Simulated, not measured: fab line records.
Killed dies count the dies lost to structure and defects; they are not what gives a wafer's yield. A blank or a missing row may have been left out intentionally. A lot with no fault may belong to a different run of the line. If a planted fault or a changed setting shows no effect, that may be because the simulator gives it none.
Matching of chambers + flow n5 finfet + N5_BEOL_M6_ETCH_72 on rie diel-06: 4 sister chambers
The step etches underlayer in N2/H2, target depth 6.5 nm, time 5.2 s. 20 wafers are shown with their chamber, then 10 later ones without.

WAFERS PAIRED WITH THEIR CHAMBERS
| wafer  | chamber | showerhead plenum p Torr (Torr) | drypump motor current A (A) | rf vpp V (V) |
|--------|---------|---------------------------------|-----------------------------|--------------|
| L078.2 | 2       | 2.51                            | 5.8                         | 523.0        |
| L078.4 | 3       | 2.60                            | 5.7                         | 525.8        |
| L078.6 | 1       | 2.70                            | 6.2                         | 527.1        |
| L080.3 | 2       | 2.51                            | 5.8                         | 523.5        |
| L080.5 | 1       | 2.70                            | 6.3                         | 528.4        |
| L080.6 | 2       | 2.51                            | 5.8                         | 522.6        |
| L081.2 | 0       | 2.67                            | 4.8                         | 529.3        |
| L081.3 | 2       | 2.51                            | 5.8                         | 521.3        |
| L081.4 | 2       | 2.51                            | 5.8                         | 523.0        |
| L082.2 | 0       | 2.67                            | 4.8                         | 527.0        |
| L082.4 | 0       | 2.67                            | 4.8                         | 527.9        |
| L082.6 | 1       | 2.69                            | 6.2                         | 526.7        |
| L084.2 | 2       | 2.51                            | 5.8                         | 523.8        |
| L084.4 | 0       | 2.67                            | 4.8                         | 528.6        |
| L084.5 | 3       | 2.60                            | 5.7                         | 525.4        |
| L086.2 | 3       | 2.60                            | 5.7                         | 526.0        |
| L086.3 | 3       | 2.60                            | 5.7                         | 527.0        |
| L086.6 | 3       | 2.60                            | 5.7                         | 525.3        |
| L088.1 | 0       | 2.67                            | 4.8                         | 530.3        |
| L088.4 | 3       | 2.60                            | 5.7                         | 525.2        |

SIGNATURES (averages over the wafers above)
| reading                  | chamber 0 | chamber 1 | chamber 2 | chamber 3 | scatter within a chamber |
|--------------------------|-----------|-----------|-----------|-----------|--------------------------|
| showerhead plenum p Torr | 2.6700    | 2.6967    | 2.5100    | 2.6000    | 0.00204                  |
| drypump motor current A  | 4.800     | 6.233     | 5.800     | 5.700     | 0.0204                   |
| rf vpp V                 | 528.620   | 527.400   | 522.867   | 525.783   | 0.938                    |
Rule: for each reading, subtract the chamber's mean from the wafer's reading, divide by that reading's scatter and square the result; add these up over the readings and take the root, which gives the wafer's distance from the chamber. The wafer belongs to the nearest chamber; if the next one is less than 2 further off, it can't be placed. How the scatter is found: for the shown wafers, subtract from each reading the mean of its chamber, square and add these, divide the total by (wafers less chambers), then take the root.

WAFERS MISSING THEIR CHAMBER
| wafer  | showerhead plenum p Torr (Torr) | drypump motor current A (A) | rf vpp V (V) |
|--------|---------------------------------|-----------------------------|--------------|
| L088.6 | 2.69                            | 6.2                         | 525.2        |
| L091.2 | 2.59                            | 5.7                         | 526.5        |
| L091.5 | 2.66                            | 4.8                         | 525.4        |
| L091.6 | 2.59                            | 5.7                         | 523.8        |
| L094.1 | 2.68                            | 6.3                         | 525.3        |
| L094.5 | 2.68                            | 6.3                         | 528.1        |
| L094.6 | 2.59                            | 5.7                         | 524.0        |
| L096.1 | 2.59                            | 5.7                         | 526.4        |
| L096.4 | 2.68                            | 6.3                         | 526.5        |
| L096.5 | 2.50                            | 5.8                         | 522.8        |

CHAMBER TAKEN BY EACH
| wafer  | from the rows above | in truth |
|--------|---------------------|----------|
| L088.6 | 1                   | 1        |
| L091.2 | 3                   | 3        |
| L091.5 | 0                   | 0        |
| L091.6 | 3                   | 3        |
| L094.1 | 1                   | 1        |
| L094.5 | 1                   | 1        |
| L094.6 | 3                   | 3        |
| L096.1 | 3                   | 3        |
| L096.4 | 1                   | 1        |
| L096.5 | 2                   | 2        |
Correct placement for 10 of the 10. Number that these rows cannot place: 0. Placed wrongly: 0.
